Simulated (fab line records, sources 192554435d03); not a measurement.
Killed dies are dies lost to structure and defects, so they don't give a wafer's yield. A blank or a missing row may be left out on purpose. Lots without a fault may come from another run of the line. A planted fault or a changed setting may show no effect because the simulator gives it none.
Split-lot experiment | flow n5_finfet | 7 lots, 37 wafers read, on a route of 1938 steps

THE SPLIT
At N5_BEOL_M1_HM_DEP_02 (deposits TiN, target thk 20 nm), the setting target_thk_a was moved away from the recipe's 200 angstrom on 10 of the 37 wafers read, by +21.0% to +57.8%. The other wafers ran this setting at the recipe's value.

FROM THE SPLIT TO THE READING: what the file shows between them, 18 steps
- N5_BEOL_M1_COAT_61: time 60 s, resist thk 60 nm
- N5_BEOL_M1_COAT_62: time 60 s, resist thk 12 nm
- N5_BEOL_M1_STRIP_75: strips in N2/H2
- N5_BEOL_M1_STRIP_66: strips in CF4
- N5_BEOL_M1_HM_OPEN_17: chemistry Cl2/BCl3, target TiN, target depth 20 nm, overetch 6 nm
- N5_BEOL_M1_STRIP_19: strips in O2
- N5_BEOL_M1_ETCH_69: etches SiARC in CF4, target depth 15.6 nm, time 26 s
- N5_BEOL_M1_ALD_98: deposits SiO2, target thk 2.5 nm, pulse time 1 s, co reactant pulse time 1 s
- N5_BEOL_M1_ETCHBACK_99: etches SiO2 in CHF3, target depth 5 nm, time 10.4 s
- N5_BEOL_M1_ETCH_70: etches SOC in N2/H2, target depth 80 nm, overetch 16 nm, time 120 s
- N5_BEOL_M1_STRIP_71: strips in N2/H2
- N5_BEOL_M1_STRIP_78: strips in N2/H2
- N5_BEOL_M1_VIA_ETCH_34: etches the open film in C4F6/O2, target depth 67.8 nm, time 64.4 s
- N5_BEOL_M1_STRIP_83: strips in C4F6/O2
- N5_BEOL_M1_STRIP_36: strips in N2/H2
- N5_BEOL_M1_TRENCH_ETCH_37: etches SiOC in C4F6/O2, target depth 55.207 nm, time 29 s
- N5_BEOL_M1_ETCH_41: etches SiCN in CH3F/O2, target depth 31.9 nm, time 57.8 s
- N5_BEOL_M1_STRIP_97: strips in N2/H2, time 10 s

THE READING
trench_depth_nm, in nm, at N5_BEOL_M1_OCD_MEAS_38. Fault-free wafers of this fab line usually give 54.6 nm, standard deviation 1.2 nm.

wafer  | tool, chamber at the split | target_thk_a as run, angstrom | against the recipe | trench_depth_nm, nm | against lot-mates on the recipe
L076.1 | pvd_sputter-02, -          | 200                           | recipe             | 53.4                | -
L076.2 | pvd_sputter-02, -          | 200                           | recipe             | 56.5                | -
L076.3 | pvd_sputter-02, -          | 200                           | recipe             | 53.6                | -
L076.4 | pvd_sputter-02, -          | 200                           | recipe             | 54.9                | -
L076.5 | pvd_sputter-02, -          | 200                           | recipe             | 53.0                | -
L076.6 | pvd_sputter-02, -          | 200                           | recipe             | 56.3                | -
L077.2 | pvd_sputter-03, -          | 200                           | recipe             | 53.5                | -
L077.3 | pvd_sputter-03, -          | 200                           | recipe             | 53.2                | -
L077.4 | pvd_sputter-03, -          | 200                           | recipe             | 54.6                | -
L077.5 | pvd_sputter-03, -          | 314.7                         | +57.3%             | 0                   | -53.8
L080.1 | pvd_sputter-03, -          | 200                           | recipe             | 53.8                | -
L080.2 | pvd_sputter-03, -          | 200                           | recipe             | 54.9                | -
L080.3 | pvd_sputter-03, -          | 200                           | recipe             | 55.9                | -
L080.4 | pvd_sputter-03, -          | 200                           | recipe             | 54.0                | -
L080.5 | pvd_sputter-03, -          | 200                           | recipe             | 54.6                | -
L080.6 | pvd_sputter-03, -          | 200                           | recipe             | 54.1                | -
L084.1 | pvd_sputter-03, -          | 200                           | recipe             | 54.8                | -
L084.2 | pvd_sputter-03, -          | 276.8                         | +38.4%             | 26.4                | -28.2
L084.3 | pvd_sputter-03, -          | 276.8                         | +38.4%             | 53.2                | -1.4
L084.4 | pvd_sputter-03, -          | 276.8                         | +38.4%             | 34.4                | -20.2
L084.5 | pvd_sputter-03, -          | 200                           | recipe             | 55.0                | -
L084.6 | pvd_sputter-03, -          | 200                           | recipe             | 54.0                | -
L086.1 | pvd_sputter-01, -          | 200                           | recipe             | 55.8                | -
L086.2 | pvd_sputter-01, -          | 200                           | recipe             | 53.9                | -
L086.3 | pvd_sputter-01, -          | 200                           | recipe             | 54.7                | -
L093.1 | pvd_sputter-01, -          | 315.6                         | +57.8%             | 1.2                 | -54.4
L093.2 | pvd_sputter-01, -          | 200                           | recipe             | 56.2                | -
L093.3 | pvd_sputter-01, -          | 200                           | recipe             | 55.1                | -
L093.4 | pvd_sputter-01, -          | 315.6                         | +57.8%             | 2.6                 | -53.0
L093.5 | pvd_sputter-01, -          | 200                           | recipe             | 55.5                | -
L093.6 | pvd_sputter-01, -          | 315.6                         | +57.8%             | 1.9                 | -53.7
L095.1 | pvd_sputter-01, -          | 200                           | recipe             | 54.2                | -
L095.2 | pvd_sputter-01, -          | 241.9                         | +21.0%             | 57.3                | +2.4
L095.3 | pvd_sputter-01, -          | 200                           | recipe             | 53.1                | -
L095.4 | pvd_sputter-01, -          | 241.9                         | +21.0%             | 52.3                | -2.6
L095.5 | pvd_sputter-01, -          | 241.9                         | +21.0%             | 54.7                | -0.2
L095.6 | pvd_sputter-01, -          | 200                           | recipe             | 57.3                | -

THE FIT
A straight line over all 37 wafers: trench_depth_nm changes by -0.777 nm for each +1% of target_thk_a; r = -0.90; the points scatter about the line by 7.5 nm.
The same after taking each lot's own level away (the mean of its wafers on the recipe; 37 wafers): -0.783 nm for each +1%; r = -0.90; scatter 7.5 nm.
On that fit, the largest move of target_thk_a shifts the reading by 45 nm.
The lots' own levels span 53.77 to 55.60 nm, that is 1.5 times the standard deviation above.
So the lot-to-lot level changes the slope little: the two slopes agree.
Check: with one of the wafers moved furthest among these (+57.8%) left out of the fit, the line predicts -41.5 nm for it against its lot-mates. It came out at -54.4 nm against them.

OTHER SPLITS ON THESE WAFERS
These wafers also went through other splits before the reading. Each is held against what the fit with the lots' levels taken away leaves over:
other split on the same wafers     | wafers away from the commonest value | r with trench_depth_nm (lot level and that fit taken away)
N5_ZERO_LAYER_PECVD_02 time_s      | 15                                   | -0.07
N5_SD_EPI_N_ETCH_16 target_depth_a | 8                                    | -0.22
N5_GATE_CUT_DESCUM_18 time_s       | 14                                   | +0.06

THE WHOLE CHAIN: every reading that the file lists as answering this split, in the file's order
step                   | what it does                                                       | reading                                                                          | change (the file's fit)                   | r (the file's)
N5_BEOL_M1_HM_DEP_02   | deposits TiN, target thk 20 nm                                     | TiN_of_BEOL_M1_HM_DEP_02.thk_nm (the simulator's own value, which no gauge read) | +0.197 nm for each +1% of the setting     | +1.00
N5_BEOL_M1_HM_OPEN_17  | chemistry Cl2/BCl3, target TiN, target depth 20 nm, overetch 6 nm  | etch.depth_nm (the simulator's own value, which no gauge read)                   | +0.119 nm for each +1% of the setting     | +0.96
N5_BEOL_M1_ETCHBACK_99 | etches SiO2 in CHF3, target depth 5 nm, time 10.4 s                | oes_product_au                                                                   | -0.00731 a.u. for each +1% of the setting | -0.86
N5_BEOL_M1_VIA_ETCH_34 | etches the open film in C4F6/O2, target depth 67.8 nm, time 64.4 s | oes_product_au                                                                   | -0.0073 a.u. for each +1% of the setting  | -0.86
N5_BEOL_M1_ETCH_41     | etches SiCN in CH3F/O2, target depth 31.9 nm, time 57.8 s          | oes_product_au                                                                   | -0.00744 a.u. for each +1% of the setting | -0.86
N5_BEOL_M1_OCD_MEAS_38 |                                                                    | trench_depth_nm                                                                  | -0.766 nm for each +1% of the setting     | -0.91

THE FILE'S OWN FIT
trench_depth_nm changes by -0.766 nm for each +1% of target_thk_a, r = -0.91.
